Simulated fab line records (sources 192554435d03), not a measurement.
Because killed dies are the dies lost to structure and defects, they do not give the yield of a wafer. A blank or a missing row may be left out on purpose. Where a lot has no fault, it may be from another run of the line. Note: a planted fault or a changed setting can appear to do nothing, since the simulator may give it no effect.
The tool behind it: which one?    flow n5Finfet    route of 1938 steps, sampled at 1 step: 24 lots, 72 wafers

== WHAT THE GAUGES READ, wafer by wafer ==
N5_HKMG_FIN_CD_MEAS_49: the cd target is 202 nm.
lot   measured     on        cdNm (nm)
L074  day 4 01:19  cdSem-03  202.1 201.6 202.0
L075  day 4 06:05  cdSem-03  202.9 202.6 202.9
L076  day 4 16:05  cdSem-03  201.6 201.8 201.5
L077  day 4 20:43  cdSem-02  202.7 202.5 202.0
L078  day 5 03:43  cdSem-02  202.7 203.2 202.3
L079  day 5 13:34  cdSem-02  202.5 202.3 202.0
L080  day 5 15:39  cdSem-03  202.6 202.1 201.8
L081  day 5 21:58  cdSem-03  202.1 202.0 201.9
L082  day 6 02:23  cdSem-03  202.9 202.6 202.6
L083  day 6 08:43  cdSem-02  203.2 203.0 203.0
L084  day 6 15:34  cdSem-03  201.1 201.3 201.6
L086  day 7 03:53  cdSem-01  202.9 202.9 202.5
L085  day 7 04:14  cdSem-01  202.1 202.6 201.3
L087  day 7 06:58  cdSem-02  202.6 202.6 202.9
L088  day 7 14:38  cdSem-02  202.7 201.6 201.6
L089  day 7 20:43  cdSem-02  202.2 201.8 202.5
L091  day 8 05:32  cdSem-02  201.7 201.8 201.9
L090  day 8 06:16  cdSem-02  200.5 200.9 201.6
L092  day 8 15:43  cdSem-03  202.2 201.8 202.4
L093  day 8 18:32  cdSem-01  202.8 202.0 202.6
L094  day 8 22:17  cdSem-02  201.4 201.4 201.5
L095  day 9 05:18  cdSem-01  202.1 201.8 202.7
L096  day 9 14:17  cdSem-03  202.7 202.0 202.6
L097  day 9 18:14  cdSem-03  202.0 201.8 202.3

== WHICH TOOL RAN EACH LOT (tool, then ch and the chambers of the sampled wafers, then the start) ==
The record shows no process step preceding these readings.

== AS READ BY THE TOOLS THEMSELVES (means over the sampled wafers that have a number; for cases with no such wafer, the mark the record gives instead) ==
The record holds no such reading with a usual standard deviation.

== THE ANSWER, worked out from the rows above alone ==
Rule: the usual values come from the lots themselves. Put in order of their means at a reading, lots are off if they are a third of the lots or fewer, leave a main group of 4 or more, and stand apart from it by a gap of 3 or more times the standard deviation of the main group's means; of several such gaps the widest counts. The tables above print the reading to a certain number of digits; a main group whose means all agree to those digits is not used. Also off: a lot with no number at a reading for which 4 or more lots have one. Any other lot the step has rows for is counted as sound. After the gauges, taken in route order, come the tools' own readings; for these a lot's mean is taken, as printed above. At the first step where some lot is off, the reading lying furthest off is the one used; lots without a number count as furthest.
No lot is off on any of the readings shown, so nothing can be concluded from this.

== WHAT WAS PUT IN BY THE SIMULATOR ==
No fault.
